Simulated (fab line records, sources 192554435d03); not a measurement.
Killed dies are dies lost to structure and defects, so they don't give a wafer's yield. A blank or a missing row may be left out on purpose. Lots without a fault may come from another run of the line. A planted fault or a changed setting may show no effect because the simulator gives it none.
Which tool did it? | flow n5_finfet | 8 lots, 24 wafers sampled, at 5 steps of a route of 1938

WHAT THE GAUGES READ, wafer by wafer
N5_BEOL_M4_RC_MEAS_101. Usual: DIBL_N 36.1 mV/V, standard deviation 1.6; DIBL_P 36.6 mV/V, standard deviation 1.9; IOFF_N 0.160 nA/um, standard deviation 0.026; IOFF_P 0.210 nA/um, standard deviation 0.028; ION_N 677 uA/um, standard deviation 10; ION_P 464 uA/um, standard deviation 6.9; SS_N 71.4 mV/dec, standard deviation 0.56; SS_P 73.3 mV/dec, standard deviation 0.61; VT_N 249.1 mV, standard deviation 2.6; VT_P -250 mV, standard deviation 3.3.
lot  | measured     | on        | DIBL_N (mV/V)  | DIBL_P (mV/V)  | IOFF_N (nA/um)    | IOFF_P (nA/um)    | ION_N (uA/um) | ION_P (uA/um) | SS_N (mV/dec)  | SS_P (mV/dec)  | VT_N (mV)         | VT_P (mV)      | flag
L887 | day 7 23:26  | prober-01 | 36.5 38.0 36.2 | 35.3 38.2 35.1 | 0.142 0.173 0.145 | 0.179 0.216 0.173 | 670 682 679   | 466 468 460   | 71.4 71.7 71.7 | 73.5 74.4 73.0 | 250.7 249.5 250.8 | -255 -250 -255 |
L889 | day 8 13:53  | prober-01 | 36.4 34.7 35.3 | 38.0 36.5 36.5 | 0.166 0.136 0.143 | 0.235 0.211 0.214 | 695 672 683   | 483 472 473   | 71.1 71.5 71.5 | 73.5 72.5 73.6 | 247.1 252.0 250.8 | -245 -249 -247 |
L892 | day 9 20:05  | prober-02 | 36.4 36.0 35.3 | 37.0 36.6 35.7 | 0.143 0.149 0.133 | 0.221 0.216 0.206 | 673 683 667   | 474 469 469   | 71.0 70.9 70.8 | 73.9 72.8 72.8 | 252.4 248.6 250.6 | -248 -252 -251 |
L895 | day 11 08:06 | prober-01 | 33.8 36.5 33.9 | 35.6 38.3 35.4 | 0.144 0.198 0.141 | 0.198 0.240 0.193 | 680 682 673   | 462 465 463   | 70.4 71.9 71.2 | 72.0 73.4 72.9 | 250.6 247.1 251.9 | -247 -248 -249 |
L901 | day 11 22:29 | prober-02 | 37.6 37.8 37.4 | 37.1 37.5 38.6 | 0.191 0.195 0.199 | 0.259 0.257 0.282 | 674 674 681   | 469 465 483   | 71.7 70.7 71.6 | 73.2 73.8 73.4 | 246.3 244.4 243.6 | -245 -245 -244 |
L905 | day 13 00:31 | prober-01 | 34.1 37.0 34.3 | 34.9 38.8 35.9 | 0.142 0.183 0.139 | 0.167 0.216 0.183 | 681 687 666   | 456 460 457   | 71.6 72.4 71.3 | 73.3 74.0 73.6 | 250.8 250.0 252.7 | -255 -251 -254 |
L906 | day 12 19:46 | prober-02 | 38.1 33.5 35.5 | 39.7 34.0 36.6 | 0.212 0.131 0.159 | 0.267 0.178 0.222 | 687 685 686   | 473 471 474   | 71.9 70.5 70.9 | 74.3 72.3 73.9 | 243.8 251.5 248.0 | -244 -249 -243 |
L907 | day 13 03:23 | prober-02 | 34.8 35.0 32.6 | 34.4 35.2 32.7 | 0.144 0.152 0.118 | 0.199 0.208 0.181 | 665 677 669   | 460 468 467   | 71.1 71.3 70.9 | 72.9 72.3 72.2 | 249.1 249.2 250.6 | -248 -247 -249 |

WHICH TOOL RAN EACH LOT (tool, then ch and the chambers of the sampled wafers, then the start)
lot  | N5_GATE_CUT_STRIP_59              | N5_GATE_CUT_DESCUM_18             | N5_GATE_CUT_ETCH_36               | N5_GATE_CUT_CUT_ETCH_54
L887 | rie_diel-05 ch 0,3, day 4 14:25   | rie_diel-05 ch 0,3, day 4 19:55   | rie_diel-05 ch 0,3, day 4 19:58   | rie_metal-02 ch 0,1, day 4 20:23
L889 | rie_diel-05 ch 0,1, day 5 02:19   | rie_diel-04 ch 0,1,2, day 5 06:55 | rie_diel-04 ch 0,1,2, day 5 06:59 | rie_metal-03 ch 1, day 5 07:23
L892 | rie_diel-03 ch 1,2,3, day 6 00:20 | rie_diel-05 ch 1,3, day 6 03:38   | rie_diel-05 ch 1,3, day 6 03:41   | rie_metal-02 ch 0,1, day 6 04:05
L895 | rie_diel-03 ch 0,2, day 7 02:19   | rie_diel-03 ch 1,2, day 7 05:51   | rie_diel-03 ch 1,2, day 7 05:55   | rie_metal-02 ch 0, day 7 06:22
L901 | rie_diel-04 ch 1,2,3, day 7 20:27 | rie_diel-05 ch 0,1,3, day 8 00:08 | rie_diel-05 ch 0,1,3, day 8 00:12 | rie_metal-02 ch 0,1, day 8 00:35
L905 | rie_diel-05 ch 1,2,3, day 8 20:27 | rie_diel-03 ch 0,2,3, day 9 01:32 | rie_diel-03 ch 0,2,3, day 9 01:36 | rie_metal-01 ch 0,1, day 9 02:00
L906 | rie_diel-05 ch 0,2, day 9 09:44   | rie_diel-03 ch 0,1, day 9 13:09   | rie_diel-03 ch 0,1, day 9 13:12   | rie_metal-01 ch 0,1, day 9 13:36
L907 | rie_diel-05 ch 0,2,3, day 9 13:26 | rie_diel-03 ch 1,3, day 9 17:30   | rie_diel-03 ch 1,3, day 9 17:33   | rie_metal-01 ch 0,1, day 9 17:57
- N5_GATE_CUT_STRIP_59: strips in N2/H2, time 20 s.
- N5_GATE_CUT_DESCUM_18: chemistry O2, time 7 s.
- N5_GATE_CUT_ETCH_36: etches SiARC in CF4, target depth 13 nm, time 21.7 s.
- N5_GATE_CUT_CUT_ETCH_54: etches TiN in Cl2/BCl3, target depth 96.7 nm.

WHAT THE TOOLS THEMSELVES READ (means of the sampled wafers that have a number; where no wafer has one, the mark that the record gives instead)
N5_GATE_CUT_STRIP_59. Usual: drypump_motor_current_A 5.8 A, standard deviation 0.42; oes_product_au 0.77 a.u., standard deviation 0.069; rf_vpp_V 45.3 V, standard deviation 0.86; showerhead_plenum_p_Torr 3.37 Torr, standard deviation 0.12; throttle_valve_pct 12.25 %, standard deviation 0.23.
lot  | tool        | drypump_motor_current_A (A) | oes_product_au (a.u.) | rf_vpp_V (V) | showerhead_plenum_p_Torr (Torr) | throttle_valve_pct (%) | flag
L887 | rie_diel-05 | 6.2                         | 0.73                  | 45.1         | 3.41                            | 12.37                  |
L889 | rie_diel-05 | 6.0                         | 0.76                  | 45.9         | 3.34                            | 12.37                  |
L892 | rie_diel-03 | 5.6                         | 0.75                  | 44.5         | 3.32                            | 12.17                  |
L895 | rie_diel-03 | 5.9                         | 0.79                  | 45.9         | 3.46                            | 12.26                  |
L901 | rie_diel-04 | 5.8                         | 0.82                  | 45.8         | 3.43                            | 12.13                  |
L905 | rie_diel-05 | 6.1                         | 0.74                  | 44.2         | 3.41                            | 12.37                  |
L906 | rie_diel-05 | 6.3                         | 0.73                  | 45.7         | 3.31                            | 12.27                  |
L907 | rie_diel-05 | 6.2                         | 0.71                  | 45.6         | 3.35                            | 12.36                  |

N5_GATE_CUT_DESCUM_18. Usual: drypump_motor_current_A 5.8 A, standard deviation 0.44; oes_product_au 0.77 a.u., standard deviation 0.07; rf_vpp_V 243.2 V, standard deviation 1.4; showerhead_plenum_p_Torr 2.09 Torr, standard deviation 0.077; throttle_valve_pct 20.49 %, standard deviation 0.2.
lot  | tool        | drypump_motor_current_A (A) | oes_product_au (a.u.) | rf_vpp_V (V) | showerhead_plenum_p_Torr (Torr) | throttle_valve_pct (%) | flag
L887 | rie_diel-05 | 6.3                         | 0.72                  | 242.3        | 2.06                            | 20.48                  |
L889 | rie_diel-04 | 5.5                         | 0.78                  | 242.8        | 2.07                            | 20.62                  |
L892 | rie_diel-05 | 5.9                         | 0.76                  | 244.1        | 2.12                            | 20.69                  |
L895 | rie_diel-03 | 5.6                         | 0.74                  | 241.0        | 2.00                            | 20.29                  |
L901 | rie_diel-05 | 6.1                         | 0.73                  | 243.1        | 2.09                            | 20.61                  |
L905 | rie_diel-03 | 5.7                         | 0.82                  | 243.1        | 2.11                            | 20.36                  |
L906 | rie_diel-03 | 5.4                         | 0.80                  | 244.1        | 2.08                            | 20.18                  |
L907 | rie_diel-03 | 5.3                         | 0.83                  | 242.9        | 2.06                            | 20.08                  |

N5_GATE_CUT_ETCH_36. Usual: bias_w 35.98 W, standard deviation 0.099; cf4_flow_sccm 100.0 sccm, standard deviation 0.31; drypump_motor_current_A 5.8 A, standard deviation 0.43; etch_rf_on_time_s 21.6 s, standard deviation 0.44; oes_product_au 0.66 a.u., standard deviation 0.058; rf_vpp_V 184.1 V, standard deviation 1.2; showerhead_plenum_p_Torr 2.14 Torr, standard deviation 0.068; throttle_valve_pct 15.66 %, standard deviation 0.2.
lot  | tool        | bias_w (W) | cf4_flow_sccm (sccm) | drypump_motor_current_A (A) | etch_rf_on_time_s (s) | oes_product_au (a.u.) | rf_vpp_V (V) | showerhead_plenum_p_Torr (Torr) | throttle_valve_pct (%) | flag
L887 | rie_diel-05 | 36.06      | 99.9                 | 6.2                         | 21.6                  | 0.63                  | 183.5        | 2.11                            | 15.72                  |
L889 | rie_diel-04 | 35.95      | 100.3                | 5.5                         | 21.4                  | 0.67                  | 184.6        | 2.12                            | 15.78                  |
L892 | rie_diel-05 | 36.02      | 99.8                 | 5.9                         | 21.6                  | 0.64                  | 184.3        | 2.16                            | 15.79                  |
L895 | rie_diel-03 | 36.01      | 100.1                | 5.6                         | 21.7                  | 0.65                  | 183.1        | 2.05                            | 15.53                  |
L901 | rie_diel-05 | 36.01      | 110.2                | 6.1                         | 21.6                  | 0.63                  | 184.0        | 2.20                            | 16.18                  | OFF
L905 | rie_diel-03 | 35.96      | 100.3                | 5.8                         | 21.4                  | 0.70                  | 183.8        | 2.15                            | 15.53                  |
L906 | rie_diel-03 | 35.95      | 100.2                | 5.4                         | 21.6                  | 0.68                  | 183.6        | 2.14                            | 15.43                  |
L907 | rie_diel-03 | 35.99      | 100.0                | 5.3                         | 21.9                  | 0.71                  | 183.8        | 2.12                            | 15.33                  |

N5_GATE_CUT_CUT_ETCH_54. Usual: bias_w 126.0 W, standard deviation 0.4; drypump_motor_current_A 6.0 A, standard deviation 0.42; etch_rf_on_time_s 36.7 s, standard deviation 0.85; oes_product_au 0.62 a.u., standard deviation 0.055; throttle_valve_pct 22.31 %, standard deviation 0.22.
lot  | tool         | bias_w (W) | drypump_motor_current_A (A) | etch_rf_on_time_s (s) | oes_product_au (a.u.) | throttle_valve_pct (%) | flag
L887 | rie_metal-02 | 126.0      | 5.9                         | 36.6                  | 0.59                  | 22.38                  |
L889 | rie_metal-03 | 125.8      | 5.6                         | 36.1                  | 0.70                  | 22.60                  |
L892 | rie_metal-02 | 126.4      | 5.7                         | 37.3                  | 0.60                  | 22.45                  |
L895 | rie_metal-02 | 126.0      | 5.5                         | 38.1                  | 0.61                  | 22.52                  |
L901 | rie_metal-02 | 125.8      | 5.7                         | 37.9                  | 0.59                  | 22.47                  |
L905 | rie_metal-01 | 126.0      | 6.3                         | 36.6                  | 0.62                  | 22.10                  |
L906 | rie_metal-01 | 126.4      | 6.3                         | 36.3                  | 0.62                  | 22.09                  |
L907 | rie_metal-01 | 126.0      | 6.1                         | 36.3                  | 0.67                  | 22.04                  |

THE ANSWER, worked out from the rows above alone
Rule: a lot is off if the mean of its wafers that have a number lies more than 3 standard deviations from the usual mean. A lot without any number at a reading at which 4 lots or more have one is off too. The other lots that the step has rows for count as sound. The gauges are gone through in route order, then the tools' own readings, and for those a lot's mean is taken as printed above. The first step at which some lot is off is used, and at that step the reading that is off furthest; a lot without a number counts as furthest.
Off: L901, at N5_GATE_CUT_ETCH_36 (cf4_flow_sccm).
A tool fits if, at that step or a process step before it, it ran every lot that is off, and no sound lot after the first of them. Can't be told from this: 2 tools fit, rie_diel-04 at N5_GATE_CUT_STRIP_59, rie_diel-05 at N5_GATE_CUT_DESCUM_18 and N5_GATE_CUT_ETCH_36.

WHAT THE SIMULATOR HAD PUT IN
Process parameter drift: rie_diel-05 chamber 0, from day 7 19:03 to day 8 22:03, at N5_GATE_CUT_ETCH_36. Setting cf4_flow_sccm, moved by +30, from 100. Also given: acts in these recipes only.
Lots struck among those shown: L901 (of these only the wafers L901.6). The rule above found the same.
